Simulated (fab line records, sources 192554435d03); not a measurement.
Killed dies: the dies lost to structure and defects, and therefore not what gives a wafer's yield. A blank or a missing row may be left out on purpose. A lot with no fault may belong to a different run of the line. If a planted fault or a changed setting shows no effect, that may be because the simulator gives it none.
Problem report in the 8D (eight disciplines) form, filled by code	flow n5_finfet	the parts of the form that need people (team, actions taken, sign-off) are left out

== 1. THE PROBLEM ==
cd_nm at N5_BEOL_M12_CD_MEAS_28 reads a mean of 177.6 nm on 2 wafers of 2 lots; wafers without a fault read 160.2 nm with a standard deviation of 1.3. Measured from the usual mean, that is +13 standard deviations.
The step: target cd 160.2 nm.
Seen first at day 14 06:52 on cd_sem-01, wafer L730.6. The record holds 22 wafers of 8 lots with a number at this step. Rule for "out", or "out of limits": more than 4 standard deviations from the usual mean. All remaining wafers that have a number are taken as sound.

== 2. WHAT IT IS, WHAT IT ISN'T ==
question	is	is not
which readings at this step	cd_nm	-
which lots	L729, L730	L718, L719, L731, L733, L736, L741
which wafers of those lots	L729.5, L730.6	L729.4, L730.4
read on which gauges	cd_sem-01	cd_sem-02, cd_sem-03
when	from day 14 06:52	up to then (7 sound wafers); but 13 sound wafers of L729, L731, L733, L736, L741 came after

== 3. SUSPECTS, AND WHAT RULES EACH OUT ==
Counting: any tool at a process step up to the reading remains a suspect provided it ran every lot that is out. Sound lots after the first of them don't rule it out here, since some wafers of a struck lot are sound.
- the gauge at N5_BEOL_M12_CD_MEAS_28 has been ruled out. All the wafers that are out were read on cd_sem-01, but those of them that N5_BEOL_M15_RC_MEAS_101 has rows for are out there too, on other tools.
- krf_scanner-02 at N5_BEOL_M12_EXPOSE_25 (exposes mask M12): kept. It ran every lot that is out, first L730 (day 14 06:43); its last sound lot up to then is L718 (day 11 18:16).
Remaining after the count: krf_scanner-02 at N5_BEOL_M12_EXPOSE_25.

== 4. THE CAUSE (what the simulator had put in) ==
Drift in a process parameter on krf_scanner-02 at N5_BEOL_M12_EXPOSE_25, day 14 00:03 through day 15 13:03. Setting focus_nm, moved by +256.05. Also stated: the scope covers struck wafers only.
Counting left only this tool.

== 5. THE EFFECT CHAIN, in route order ==
Rows list readings where the struck wafers' mean (over those with a number) sits beyond 3 standard deviations from the usual. Only readings whose record carries a usual standard deviation are examined. hours: median over the lots of the time between each lot's start at the first step of this table that gives one and its start at this step. sigmas: the change, counted in usual standard deviations.
hours	step	reading	usual	on struck wafers	change	sigmas
0	N5_BEOL_M12_CD_MEAS_28	cd_nm	160.2 nm	177.6	+17.4	+13
29	N5_BEOL_M15_RC_MEAS_101	SERP_M12	0.634 ohm/um	0.529	-0.105	-7.5
29	N5_BEOL_M15_RC_MEAS_101	SERP_M12_max_site	0.648 ohm/um	0.544	-0.104	-7.0

== 6. WHAT WOULD HAVE CAUGHT IT SOONER ==
In this record the first reading out of limits at a measuring or inspecting step was taken at day 14 06:52, 7 hours after the fault began at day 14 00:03.
Of the lots that are out (2), L729 began N5_BEOL_M12_EXPOSE_25 on krf_scanner-02 after day 14 06:52. Putting the tool on hold at that point would have spared it.
